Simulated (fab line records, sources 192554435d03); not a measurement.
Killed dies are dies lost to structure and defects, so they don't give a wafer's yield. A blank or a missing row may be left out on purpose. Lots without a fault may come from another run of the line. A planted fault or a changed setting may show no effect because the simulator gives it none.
A struck lot beside a sound one | flow n5_finfet | 25 steps out of a route of 1938
Sound: wafers L782.2, L782.3, L782.6. Struck: wafers L771.1, L771.2, L771.4. The cause comes at the end.
At each step with rows: each side's tool, then ch and its chambers, then its first start. Under that, the readings that differ: sound wafers | struck wafers | difference of the means | sigmas: that difference in standard deviations of wafers without a fault.
alike: readings whose means differ by less than 2 such deviations, and words and numbers that are the same on both sides. not compared: withheld readings, readings that some wafer has no value for, bounds like >300 that may hide the same value, and numbers for which the record gives no deviation and whose values overlap.
The two part at a step that has a row with sigmas, a row that says differs or no value, or rows on one side only. Numbers that don't overlap but have no deviation are shown without sigmas and don't part them. A reading that every wafer of one side lacks parts them only if that side has two wafers or more.

first, 10 steps without rows for these wafers: N5_DUMMY_GATE_SRD_26 (time 30 s); N5_DUMMY_GATE_UV_OZONE_45 (time 120 s); N5_SPACER0_ALD_07 (deposits SiNx, target thk 2 nm); N5_SPACER0_ALD_00 (deposits SiOCN, target thk 3.5 nm, pulse time 3 s, purge time 2 s); N5_SPACER0_ALD_08 (deposits SiNx, target thk 2 nm); N5_SD_EPI_N_COAT_32 (time 60 s, resist thk 350 nm); N5_SD_EPI_N_COAT_33 (time 60 s, resist thk 35 nm); N5_SD_EPI_N_COAT_03 (resist thk 150 nm); N5_SD_EPI_N_EBR_05; N5_SD_EPI_N_SOFTBAKE_04 (time 60 s).
N5_SD_EPI_N_EXPOSE_06: exposes mask SD N BLK, target cd 120 nm.
  sound on arfi_scanner-01 ch 0, day 8 04:50; struck on arfi_scanner-03 ch 0, day 5 07:55
  reading              | sound             | struck            | difference | sigmas
  exposure_dose_mJ_cm2 | 39.72 39.73 39.73 | 42.61 42.56 42.50 | +2.83      | +71
  alike: mask
then, 2 steps without rows for these wafers: N5_SD_EPI_N_PEB_07 (peb time 60 s); N5_SD_EPI_N_DEVELOP_08 (develop time 30 s).
N5_SD_EPI_N_CD_MEAS_09: target cd 120 nm.
  sound on cd_sem-02 ch 0, day 8 04:58; struck on cd_sem-02 ch 0, day 5 08:02
  reading    | sound             | struck            | difference | sigmas
  cd_nm (nm) | 119.5 120.5 119.6 | 124.5 125.0 124.4 | +4.8       | +8
N5_SD_EPI_N_DESCUM_14: chemistry O2, time 7.9 s.
  sound on rie_diel-03 ch 1,2,3, day 8 05:03; struck on rie_diel-03 ch 1,2,3, day 5 08:17
  reading                   | sound             | struck            | difference | sigmas
  model.SD_EPI_N.cd_nm (nm) | 119.6 120.2 119.6 | 124.6 125.2 124.6 | +5.0       |
  alike: bias_power_w, drypump_motor_current_A, oes_product_au, rf_vpp_V, showerhead_plenum_p_Torr, throttle_valve_pct
  not compared: rf_hours_counter_h
then, 7 steps without rows for these wafers: N5_SD_EPI_N_ETCH_34 (etches SiARC in CF4, target depth 45.5 nm, time 75.8 s); N5_SD_EPI_N_ETCH_35 (etches SOC in N2/H2, overetch 108 nm, time 486 s); N5_SD_EPI_N_STRIP_36 (strips in N2/H2); N5_SD_EPI_N_ETCHBACK_44 (etches SiNx in CH3F/O2, stops on SiO2, target depth 14.5 nm); N5_SD_EPI_N_ETCH_45 (etches SiOCN in CH3F/O2, target depth 6 nm); N5_SD_EPI_N_ETCH_16 (etches SiO2 in CHF3/O2, target depth 5 nm); N5_SD_EPI_N_STRIP_47 (strips in CHF3/O2).
N5_SD_EPI_N_SD_RECESS_17: chemistry HBr/Cl2/O2, target depth 41 nm, time 23.7 s, bt time 3 s.
  sound on rie_si-03 ch 2,3, day 8 05:44; struck on rie_si-03 ch 0,1,2, day 5 08:58
  reading                   | sound             | struck            | difference | sigmas
  model.SD_EPI_N.cd_nm (nm) | 118.8 120.2 119.2 | 124.8 125.6 124.6 | +5.6       |
  alike: drypump_motor_current_A, oes_product_au, throttle_valve_pct
  not compared: rf_hours_counter_h
then, 1 step without rows for these wafers: N5_SD_EPI_N_STRIP_38 (strips in N2/H2).
-- the record jumps here: 5 days lie between the struck wafers' starts before and after (it left off in module SD_EPI_N and takes up again in module BEOL_M4, whose first step shown is number 1111 of the route) --
N5_BEOL_M4_RC_MEAS_101:
  sound on prober-02 ch 0, day 12 20:27; struck on prober-02 ch 0, day 10 06:02
  alike: DIBL_N, DIBL_P, IOFF_N, IOFF_P, ION_N, ION_P, SS_N, SS_P, VT_N, VT_P

WHERE THEY PART
First at N5_SD_EPI_N_EXPOSE_06; last, within this record, at N5_SD_EPI_N_CD_MEAS_09. Later steps at which nothing parts them and some readings are alike: N5_SD_EPI_N_DESCUM_14, N5_SD_EPI_N_SD_RECESS_17, N5_BEOL_M4_RC_MEAS_101.

WHY: what the simulator had put in
Process parameter drift: arfi_scanner-03, from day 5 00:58 on, at N5_SD_EPI_N_EXPOSE_06. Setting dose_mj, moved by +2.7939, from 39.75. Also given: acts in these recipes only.
